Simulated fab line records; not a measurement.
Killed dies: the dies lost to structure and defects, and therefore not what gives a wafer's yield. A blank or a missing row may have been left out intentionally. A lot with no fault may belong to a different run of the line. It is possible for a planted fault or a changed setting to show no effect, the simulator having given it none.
What tool caused it?    flow n5 finfet    24 lots, 72 wafers sampled, at 5 steps of a route of 1938

## WHAT THE GAUGES SHOWED, per wafer
N5_BEOL_M6_THK_MEAS_01.
lot   measured      on             M6_ILD_THK (nm)
L075  day 9 03:52   film metro-02  154.5 156.2 154.6
L074  day 9 05:52   film metro-01  154.4 157.2 156.1
L076  day 9 06:58   film metro-01  150.6 155.3 154.7
L077  day 9 12:05   film metro-01  153.2 156.8 156.7
L078  day 9 14:19   film metro-02  157.7 156.1 157.8
L079  day 9 17:58   film metro-02  151.9 150.9 154.7
L080  day 10 06:49  film metro-02  154.4 153.3 155.8
L081  day 10 11:59  film metro-02  154.8 154.0 154.4
L082  day 11 00:11  film metro-01  154.5 157.5 156.5
L083  day 11 06:42  film metro-01  155.7 154.6 159.0
L084  day 11 12:35  film metro-02  153.3 155.8 154.9
L085  day 11 13:34  film metro-02  152.4 154.0 154.2
L087  day 12 00:57  film metro-01  152.6 153.9 154.8
L088  day 12 04:10  film metro-01  153.9 156.0 153.7
L089  day 12 05:46  film metro-02  151.5 153.6 153.2
L086  day 12 06:07  film metro-01  152.7 154.7 155.4
L090  day 12 18:19  film metro-01  152.8 151.2 154.6
L092  day 13 03:14  film metro-01  154.3 151.7 156.4
L091  day 13 07:42  film metro-01  153.9 155.7 153.4
L093  day 13 11:23  film metro-01  154.3 152.3 154.8
L094  day 13 17:48  film metro-01  155.2 153.9 156.5
L095  day 13 20:23  film metro-02  152.4 151.5 154.7
L096  day 14 03:05  film metro-01  156.2 158.9 159.9
L097  day 14 07:58  film metro-02  155.7 152.5 155.8

## WHAT TOOL EACH LOT RAN ON (gives the tool, then ch and the chambers of the sampled wafers, and finally the start)
lot   N5_BEOL_M5_ANNEAL_82          N5_BEOL_M5_PRE_CLEAN_77           N5_BEOL_M6_ILD_DEP_00            N5_BEOL_M6_CURE_74
L075  pvd sputter-01, day 8 22:59   cvd co-02 ch 0,1,2, day 9 02:59   pecvd-01 ch 1,2, day 9 03:17     uv cure-01 ch 0, day 9 03:30
L074  pvd sputter-02, day 9 00:30   cvd co-01 ch 0,1,2, day 9 04:31   pecvd-01 ch 1,2, day 9 04:48     uv cure-03 ch 0, day 9 05:11
L076  pvd sputter-03, day 9 01:50   cvd co-02 ch 0,2, day 9 06:06     pecvd-03 ch 0,1,2, day 9 06:23   uv cure-02 ch 1, day 9 06:32
L077  pvd sputter-02, day 9 06:56   cvd co-01 ch 0,1,2, day 9 10:58   pecvd-02 ch 0,1,2, day 9 11:18   uv cure-01 ch 2, day 9 11:34
L078  pvd sputter-03, day 9 09:26   cvd co-01 ch 0,1,2, day 9 13:28   pecvd-01 ch 0,1,2, day 9 13:46   uv cure-03 ch 0, day 9 14:02
L079  pvd sputter-02, day 9 12:05   cvd co-02 ch 0,1,2, day 9 16:37   pecvd-02 ch 0,2, day 9 16:55     uv cure-01 ch 1, day 9 17:08
L080  pvd sputter-02, day 10 01:11  cvd co-01 ch 0,1,2, day 10 05:26  pecvd-01 ch 0,1, day 10 05:46    uv cure-01 ch 2, day 10 05:59
L081  pvd sputter-03, day 10 06:14  cvd co-02 ch 0,1, day 10 10:14    pecvd-01 ch 0,2, day 10 10:32    uv cure-01 ch 0, day 10 10:59
L082  pvd sputter-01, day 10 19:11  cvd co-01 ch 0,1, day 10 23:19    pecvd-01 ch 0,2, day 10 23:36    uv cure-01 ch 1, day 10 23:40
L083  pvd sputter-02, day 11 00:31  cvd co-02 ch 1,2, day 11 05:50    pecvd-03 ch 0,1, day 11 06:07    uv cure-01 ch 0, day 11 06:11
L084  pvd sputter-03, day 11 07:43  cvd co-02 ch 0,2, day 11 11:43    pecvd-03 ch 0,1, day 11 12:01    uv cure-01 ch 0, day 11 12:09
L085  pvd sputter-02, day 11 08:30  cvd co-02 ch 0,2, day 11 12:42    pecvd-03 ch 1,2, day 11 12:59    uv cure-03 ch 0, day 11 13:13
L087  pvd sputter-02, day 11 19:11  cvd co-02 ch 0,1, day 12 00:05    pecvd-03 ch 0,1,2, day 12 00:22  uv cure-02 ch 0, day 12 00:31
L088  pvd sputter-03, day 11 23:17  cvd co-01 ch 0,1,2, day 12 03:19  pecvd-01 ch 0,1,2, day 12 03:36  uv cure-01 ch 0, day 12 03:53
L089  pvd sputter-01, day 12 00:25  cvd co-02 ch 0,1, day 12 04:26    pecvd-02 ch 0,1,2, day 12 04:43  uv cure-01 ch 1, day 12 04:47
L086  pvd sputter-02, day 12 01:13  cvd co-02 ch 0,1, day 12 05:15    pecvd-03 ch 0,2, day 12 05:32    uv cure-03 ch 0, day 12 05:41
L090  pvd sputter-03, day 12 11:59  cvd co-02 ch 0,2, day 12 15:59    pecvd-01 ch 1,2, day 12 16:17    uv cure-01 ch 2, day 12 16:22
L092  pvd sputter-01, day 12 22:21  cvd co-02 ch 0,1, day 13 02:22    pecvd-01 ch 0,1,2, day 13 02:39  uv cure-03 ch 2, day 13 02:47
L091  pvd sputter-02, day 13 02:46  cvd co-02 ch 0,1,2, day 13 06:50  pecvd-03 ch 0,1,2, day 13 07:07  uv cure-01 ch 1, day 13 07:11
L093  pvd sputter-01, day 13 06:31  cvd co-01 ch 0,1,2, day 13 10:31  pecvd-02 ch 0,1,2, day 13 10:48  uv cure-03 ch 1, day 13 10:52
L094  pvd sputter-01, day 13 12:55  cvd co-01 ch 0,1,2, day 13 16:55  pecvd-01 ch 0,1, day 13 17:13    uv cure-01 ch 0, day 13 17:17
L095  pvd sputter-02, day 13 15:30  cvd co-01 ch 0,1, day 13 19:31    pecvd-03 ch 0,1, day 13 19:48    uv cure-03 ch 1, day 13 19:56
L096  pvd sputter-02, day 13 21:50  cvd co-01 ch 0,1, day 14 02:12    pecvd-02 ch 0,1,2, day 14 02:31  uv cure-01 ch 2, day 14 02:40
L097  pvd sputter-01, day 14 03:03  cvd co-02 ch 0,1,2, day 14 07:05  pecvd-03 ch 0,1,2, day 14 07:24  uv cure-01 ch 1, day 14 07:41
- N5_BEOL_M5_ANNEAL_82: time 1800 s.
- N5_BEOL_M5_PRE_CLEAN_77: time 15 s.
- N5_BEOL_M6_ILD_DEP_00: deposits SiCOH lowk from DEMS/porogen, target thk 179.75 nm, time 33.4 s.
- N5_BEOL_M6_CURE_74: cures SiCOH lowk, time 240 s.

## WHAT THE TOOLS THEMSELVES READ (means of the sampled wafers that have a number; where no wafer has one, the mark that the record gives instead)
N5_BEOL_M5_ANNEAL_82.
lot   tool            heater power w (W)
L075  pvd sputter-01  790
L074  pvd sputter-02  850
L076  pvd sputter-03  907
L077  pvd sputter-02  879
L078  pvd sputter-03  937
L079  pvd sputter-02  969
L080  pvd sputter-02  878
L081  pvd sputter-03  889
L082  pvd sputter-01  833
L083  pvd sputter-02  846
L084  pvd sputter-03  985
L085  pvd sputter-02  841
L087  pvd sputter-02  912
L088  pvd sputter-03  1021
L089  pvd sputter-01  821
L086  pvd sputter-02  922
L090  pvd sputter-03  873
L092  pvd sputter-01  872
L091  pvd sputter-02  848
L093  pvd sputter-01  827
L094  pvd sputter-01  791
L095  pvd sputter-02  813
L096  pvd sputter-02  946
L097  pvd sputter-01  722

N5_BEOL_M5_PRE_CLEAN_77.
lot   tool       heater power w (W)
L075  cvd co-02  78
L074  cvd co-01  76
L076  cvd co-02  76
L077  cvd co-01  76
L078  cvd co-01  77
L079  cvd co-02  78
L080  cvd co-01  76
L081  cvd co-02  81
L082  cvd co-01  71
L083  cvd co-02  80
L084  cvd co-02  76
L085  cvd co-02  76
L087  cvd co-02  80
L088  cvd co-01  75
L089  cvd co-02  83
L086  cvd co-02  81
L090  cvd co-02  75
L092  cvd co-02  83
L091  cvd co-02  79
L093  cvd co-01  76
L094  cvd co-01  78
L095  cvd co-01  71
L096  cvd co-01  84
L097  cvd co-02  79

N5_BEOL_M6_ILD_DEP_00.
lot   tool      heater power w (W)  showerhead plenum p Torr (Torr)  throttle valve pct (%)
L075  pecvd-01  362                 5.751                            14.0
L074  pecvd-01  373                 5.747                            14.1
L076  pecvd-03  330                 5.741                            13.4
L077  pecvd-02  422                 5.722                            13.3
L078  pecvd-01  339                 5.719                            13.9
L079  pecvd-02  445                 5.721                            14.0
L080  pecvd-01  331                 5.720                            14.5
L081  pecvd-01  326                 5.702                            13.5
L082  pecvd-01  299                 5.696                            13.8
L083  pecvd-03  333                 5.728                            13.6
L084  pecvd-03  330                 5.753                            14.0
L085  pecvd-03  317                 5.740                            13.1
L087  pecvd-03  323                 5.741                            13.7
L088  pecvd-01  328                 5.722                            14.0
L089  pecvd-02  444                 5.729                            13.5
L086  pecvd-03  345                 5.760                            14.0
L090  pecvd-01  324                 5.726                            13.6
L092  pecvd-01  329                 5.722                            14.0
L091  pecvd-03  324                 5.750                            13.6
L093  pecvd-02  416                 5.724                            13.6
L094  pecvd-01  330                 5.743                            14.5
L095  pecvd-03  275                 5.736                            13.5
L096  pecvd-02  417                 5.730                            13.4
L097  pecvd-03  336                 5.742                            13.5

N5_BEOL_M6_CURE_74.
lot   tool        lamp power pct (%)  wafer_temp_C_max
L075  uv cure-01  52.22               385.9
L074  uv cure-03  52.34               387.2
L076  uv cure-02  52.29               386.3
L077  uv cure-01  52.30               387.9
L078  uv cure-03  52.35               387.7
L079  uv cure-01  52.27               387.0
L080  uv cure-01  52.35               388.3
L081  uv cure-01  52.32               385.9
L082  uv cure-01  52.31               386.9
L083  uv cure-01  52.34               386.0
L084  uv cure-01  52.34               386.4
L085  uv cure-03  52.29               386.8
L087  uv cure-02  52.35               388.1
L088  uv cure-01  52.32               386.4
L089  uv cure-01  52.30               386.7
L086  uv cure-03  52.30               387.0
L090  uv cure-01  52.32               387.6
L092  uv cure-03  52.32               386.2
L091  uv cure-01  52.30               386.4
L093  uv cure-03  52.32               386.7
L094  uv cure-01  52.31               386.1
L095  uv cure-03  52.31               386.1
L096  uv cure-01  52.34               388.2
L097  uv cure-01  52.34               386.6

## THE ANSWER, worked out from the rows above alone
Rule: what is usual is taken from the lots themselves. Put in order of their means at a reading, lots are off if they are a third of the lots or fewer, leave a main group of 4 or more, and stand apart from it by a gap of 3 or more times the standard deviation of the main group's means; of several such gaps the widest counts. A main group whose means are all the same, to the digits that the tables above print for the reading, isn't used. Also off: a lot with no number at a reading for which 4 or more lots have one. Where the step has rows for the other lots, those lots are counted as sound. The gauges are gone through in route order, then the tools' own readings, and for those a lot's mean is taken as printed above. The first step at which some lot is off is used, and at that step the reading that is off furthest; a lot without a number counts as furthest.
No lot is off on any of the readings shown, so nothing can be concluded from this.

## WHAT THE SIMULATOR HAD INSERTED
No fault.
